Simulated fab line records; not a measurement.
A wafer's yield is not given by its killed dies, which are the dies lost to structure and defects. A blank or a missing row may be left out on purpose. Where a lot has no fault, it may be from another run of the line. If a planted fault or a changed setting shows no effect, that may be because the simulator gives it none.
Comparing a struck lot with a sound one ; flow n5Finfet ; 37 steps out of a route of 1938
Sound: these wafers, L468.2, L468.3, L468.6. The struck wafers were L478.1, L478.3, L478.6. The cause comes at the end.
For every step that has rows: the tool of each side, followed by ch and its chambers, followed by its first start. Under that, the readings that differ: sound wafers ; struck wafers ; difference of the means ; sigmas: that difference in standard deviations of wafers without a fault.
alike: readings whose means differ by less than 2 such deviations, and words and numbers that are the same on both sides. not compared: withheld readings, readings that some wafer has no value for, bounds like >300 that may hide the same value, and numbers for which the record gives no deviation and whose values overlap.
A row with sigmas, a row that says differs or no value, or rows on one side alone: a step with any of these is where the two part. Numbers that don't overlap but have no deviation are shown without sigmas and don't part them. Lack of a reading on every wafer of one side parts them only where that side has two or more wafers.

first, 9 steps without rows for these wafers: N5_BEOL_M4_ANNEAL_95 (time 240 s); N5_BEOL_M4_SPUTTER_96 (material Cu, target thk 4.5 nm, time 8.29 s); N5_BEOL_M4_ECD_50 (material Cu, target thk 300 nm); N5_BEOL_M4_ANNEAL_51 (time 90 s); N5_BEOL_M4_CMP_52 (polishes, stops on SiOC, t overpolish 6.8 s, target thk 40 nm); N5_BEOL_M4_PRE_CLEAN_60 (time 15 s); N5_BEOL_M4_CO_CAP_55 (material Co, precursor CCTBA/H2, target thk 2 nm, time 102.1 s); N5_BEOL_M4_PRE_CLEAN_56 (time 15 s); N5_BEOL_M4_DEP_57 (deposits SiCN from 3MS/NH3, target thk 8 nm, time 14 s).
N5_BEOL_M4_RC_MEAS_101:
  sound on prober-01 ch 0, day 9 21:23; struck on prober-01 ch 0, day 12 08:06
reading;sound;struck;difference;sigmas
VT_P (mV);-245 -243 -246;-250 -252 -253;-7;-2
  alike: DIBL_N, DIBL_P, IOFF_N, IOFF_P, ION_N, ION_P, SS_N, SS_P, VT_N
then, 24 steps without rows for these wafers: N5_BEOL_M5_ILD_DEP_00 (deposits SiCOH lowk from DEMS/porogen, target thk 140.64 nm, time 25.9 s); N5_BEOL_M5_CURE_79 (cures SiCOH lowk, time 240 s); N5_BEOL_M5_PECVD_70 (deposits SiO2 from TEOS/O2, target thk 16 nm, time 18 s); N5_BEOL_M5_HM_DEP_02 (deposits TiN, target thk 20 nm); N5_BEOL_M5_COAT_59 (time 60 s, resist thk 60 nm); N5_BEOL_M5_COAT_60 (time 60 s, resist thk 12 nm); N5_BEOL_M5_COAT_71 (time 60 s, resist thk 5 nm); N5_BEOL_M5_COAT_05 (resist thk 30 nm); N5_BEOL_M5_EBR_07; N5_BEOL_M5_SOFTBAKE_06 (time 60 s); N5_BEOL_M5_EXPOSE_08 (exposes mask M5, target cd 28 nm); N5_BEOL_M5_PEB_09 (peb time 60 s); N5_BEOL_M5_DEVELOP_10 (develop time 30 s); N5_BEOL_M5_DESCUM_16 (chemistry O2, time 7 s); N5_BEOL_M5_ETCH_72 (etches underlayer in N2/H2, target depth 6.5 nm, time 5.2 s); N5_BEOL_M5_ETCH_61 (etches SiARC in CF4, target depth 15.6 nm, time 26 s); N5_BEOL_M5_ETCH_62 (etches SOC in N2/H2, target depth 75 nm, overetch 15 nm, time 112.5 s); N5_BEOL_M5_STRIP_63 (strips in N2/H2); N5_BEOL_M5_STRIP_73 (strips in N2/H2); N5_BEOL_M5_STRIP_64 (strips in CF4); N5_BEOL_M5_HM_OPEN_17 (chemistry Cl2/BCl3, target TiN, target depth 20 nm, overetch 6 nm); N5_BEOL_M5_STRIP_19 (strips in O2); N5_BEOL_M5_COAT_65 (time 60 s, resist thk 60 nm); N5_BEOL_M5_COAT_66 (time 60 s, resist thk 12 nm).
N5_BEOL_M8_SPUTTER_48: material Cu, target thk 10 nm, time 1.667 s.
  sound on pvdSputter-03, day 11 11:51; struck on pvdSputter-03, day 13 22:34
  no value came back on the struck wafers for biasV (V), cathodeDcPowerW (W), chuckGasFlowSccm (sccm), throttleValvePct (%); on the sound wafers biasV (V) reads 60.4 59.5 60.3
N5_BEOL_M8_CMP_52: polishes, stops on SiCOH lowk, t overpolish 6.9 s, target thk 80 nm.
  sound on cmp-02 ch 1,3, day 11 12:22; struck on cmp-04 ch 0,2, day 13 23:40
reading;sound;struck;difference;sigmas
timeToEndpointS (s);69 60 58;3 7 7;-57;-15
  alike: motorCurrentA, platenRpm, slurryFilterDpKPa
-- here the record skips 3 days between the struck wafers' starts before and after, leaving off in module BEOL_M8 and picking up in module PASSIVATION (first step shown: number 1936 of the route) --
N5_PASSIVATION_PROBE_49:
  record: rows for the struck wafers here (prober-01, day 17 06:39), none for the sound ones

== WHERE THEY PART ==
Earliest at N5_BEOL_M4_RC_MEAS_101; latest, in this record, at N5_PASSIVATION_PROBE_49.

WHY: whatever the simulator had introduced
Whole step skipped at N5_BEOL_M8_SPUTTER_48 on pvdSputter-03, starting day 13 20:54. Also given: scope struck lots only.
